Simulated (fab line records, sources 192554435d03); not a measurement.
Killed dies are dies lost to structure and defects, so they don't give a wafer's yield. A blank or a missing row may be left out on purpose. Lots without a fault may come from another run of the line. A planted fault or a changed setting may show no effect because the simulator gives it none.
Chamber matching | flow n5_finfet | N5_BEOL_M0_SAQP_HM_DEP_111 on pecvd-04: 3 sister chambers
The step deposits SiO2 from SiH4/N2O, target thk 12 nm, time 7.2 s. 6 wafers are shown with their chamber, then 10 later ones without.

WAFERS WITH THEIR CHAMBER
wafer  | chamber | showerhead_plenum_p_Torr (Torr) | heater_power_w (W)
L085.6 | 2       | 8.11                            | 744
L086.1 | 2       | 8.10                            | 713
L089.1 | 0       | 8.09                            | 851
L089.5 | 1       | 8.15                            | 693
L090.1 | 0       | 8.09                            | 993
L090.2 | 1       | 8.15                            | 749

WAFERS WITHOUT THEIR CHAMBER
wafer  | showerhead_plenum_p_Torr (Torr) | heater_power_w (W)
L090.5 | 8.16                            | 603
L095.1 | 8.10                            | 853
L095.3 | 8.09                            | 1012
L095.4 | 8.09                            | 854
L097.1 | 8.16                            | 718
L097.3 | 8.08                            | 729
L097.5 | 8.11                            | 1022
L096.1 | 8.09                            | 881
L096.3 | 8.16                            | 649
L096.5 | 8.17                            | 654

WHICH CHAMBER EACH WENT THROUGH
wafer  | from the rows above     | in truth
L090.5 | 1                       | 1
L095.1 | can't be placed: 2 or 0 | 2
L095.3 | 0                       | 0
L095.4 | 0                       | 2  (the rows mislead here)
L097.1 | 1                       | 1
L097.3 | 0                       | 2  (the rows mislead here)
L097.5 | can't be placed: 2 or 0 | 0
L096.1 | 0                       | 0
L096.3 | 1                       | 1
L096.5 | 1                       | 1
Placed correctly: 6 of 10. Can't be placed from these rows: 2 (the true chamber is among the candidates in 2). Placed wrongly: 2.
How it was worked out, from the rows above alone: a wafer's distance from a chamber is the root of the sum, over the readings, of the square of ((its reading less the chamber's mean) divided by the reading's scatter). The wafer belongs to the nearest chamber; if the next one is less than 2 further off, it can't be placed. A chamber's mean is the mean of its shown wafers. The scatter: the root of (the sum of the squares of (reading less its chamber's mean) over the shown wafers, divided by (wafers less chambers)).
